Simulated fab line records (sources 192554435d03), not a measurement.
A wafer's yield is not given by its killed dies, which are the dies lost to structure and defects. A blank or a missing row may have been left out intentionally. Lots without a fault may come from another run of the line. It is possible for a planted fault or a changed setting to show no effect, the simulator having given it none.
The tool behind it: which one? ; flow n5_finfet ; 13 lots, 39 wafers sampled, at 3 steps of a route of 1938

## WHAT THE GAUGES SHOWED, per wafer
N5_PASSIVATION_CD_MEAS_44: the cd target is 40000 nm. Usual: cd_nm at 40001 nm, with a standard deviation of 3.4.
lot;measured;on;cd_nm (nm);flag
L495;day 11 18:05;cd_sem-03;39999 40003 39997;
L496;day 12 06:21;cd_sem-02;40002 40003 40002;
L497;day 12 05:32;cd_sem-02;40001 40003 40000;
L500;day 12 22:08;cd_sem-01;40001 40003 40001;
L501;day 13 16:27;cd_sem-01;40004 40005 40009;
L506;day 14 16:16;cd_sem-02;40000 40000 40004;
L507;day 14 16:40;cd_sem-01;40002 40001 40001;
L509;day 15 13:54;cd_sem-01;39999 39998 39996;
L512;day 16 02:13;cd_sem-02;40002 40001 40003;
L515;day 16 23:44;cd_sem-02;40002 40006 40003;
L516;day 17 10:22;cd_sem-03;39998 39999 40002;
L517;day 17 05:46;cd_sem-01;40000 40009 40002;
L518;day 17 15:42;cd_sem-03;39999 39997 39999;

## WHAT TOOL EACH LOT RAN ON (gives the tool, then ch and the chambers of the sampled wafers, and finally the start)
lot;N5_BEOL_M2_SPUTTER_81;N5_PASSIVATION_PRE_CLEAN_19
L495;pvd_sputter-02, day 6 20:23;pvd_sputter-02, day 11 15:31
L496;pvd_sputter-02, day 7 08:52;pvd_sputter-02, day 12 03:46
L497;pvd_sputter-03, day 7 09:04;pvd_sputter-01, day 12 03:02
L500;pvd_sputter-02, day 7 18:30;pvd_sputter-02, day 12 19:14
L501;pvd_sputter-02, day 8 09:23;pvd_sputter-03, day 13 13:37
L506;pvd_sputter-03, day 9 10:32;pvd_sputter-02, day 14 13:49
L507;pvd_sputter-03, day 9 21:50;pvd_sputter-02, day 14 14:17
L509;pvd_sputter-03, day 10 11:58;pvd_sputter-03, day 15 11:16
L512;pvd_sputter-01, day 11 05:07;pvd_sputter-03, day 15 23:37
L515;pvd_sputter-03, day 11 17:58;pvd_sputter-01, day 16 21:08
L516;pvd_sputter-02, day 11 20:58;pvd_sputter-03, day 17 07:07
L517;pvd_sputter-03, day 12 07:20;pvd_sputter-02, day 17 02:58
L518;pvd_sputter-03, day 12 10:54;pvd_sputter-03, day 17 12:30
- N5_BEOL_M2_SPUTTER_81: material Cu, target thk 4.5 nm, time 8.29 s.
- N5_PASSIVATION_PRE_CLEAN_19

## AS READ BY THE TOOLS THEMSELVES (means over the sampled wafers that have a number; for cases with no such wafer, the mark the record gives instead)
N5_BEOL_M2_SPUTTER_81. Usual: chuck_gas_flow_sccm 1.27 sccm, standard deviation 0.05; throttle_valve_pct 30.4 %, standard deviation 0.86.
lot;tool;chuck_gas_flow_sccm (sccm);throttle_valve_pct (%);flag
L495;pvd_sputter-02;1.26;30.5;
L496;pvd_sputter-02;1.26;31.0;
L497;pvd_sputter-03;1.26;29.7;
L500;pvd_sputter-02;1.23;29.8;
L501;pvd_sputter-02;1.28;30.7;
L506;pvd_sputter-03;1.24;29.6;
L507;pvd_sputter-03;1.28;30.2;
L509;pvd_sputter-03;1.25;30.2;
L512;pvd_sputter-01;1.27;31.3;
L515;pvd_sputter-03;1.28;29.7;
L516;pvd_sputter-02;1.24;29.7;
L517;pvd_sputter-03;1.27;30.3;
L518;pvd_sputter-03;1.31;30.3;

N5_PASSIVATION_PRE_CLEAN_19. Usual: heater_power_w at 490 W, with a standard deviation of 68.
lot;tool;heater_power_w (W);flag
L495;pvd_sputter-02;488;
L496;pvd_sputter-02;505;
L497;pvd_sputter-01;441;
L500;pvd_sputter-02;537;
L501;pvd_sputter-03;505;
L506;pvd_sputter-02;492;
L507;pvd_sputter-02;490;
L509;pvd_sputter-03;497;
L512;pvd_sputter-03;468;
L515;pvd_sputter-01;474;
L516;pvd_sputter-03;485;
L517;pvd_sputter-02;496;
L518;pvd_sputter-03;516;

## THE ANSWER, worked out from the rows above alone
Rule: take the mean of a lot's wafers that have a number; if it is more than 3 standard deviations from the usual mean, the lot is off. A lot without any number at a reading at which 4 lots or more have one is off too. All remaining lots with rows at the step are treated as sound. First the gauges in route order, then the tools' own readings, where a lot's mean is used as printed above. The first step at which some lot is off is used, and at that step the reading that is off furthest; a lot without a number counts as furthest.
No lot is off on any of the readings shown, so nothing can be concluded from this.

## WHAT THE SIMULATOR HAD INSERTED
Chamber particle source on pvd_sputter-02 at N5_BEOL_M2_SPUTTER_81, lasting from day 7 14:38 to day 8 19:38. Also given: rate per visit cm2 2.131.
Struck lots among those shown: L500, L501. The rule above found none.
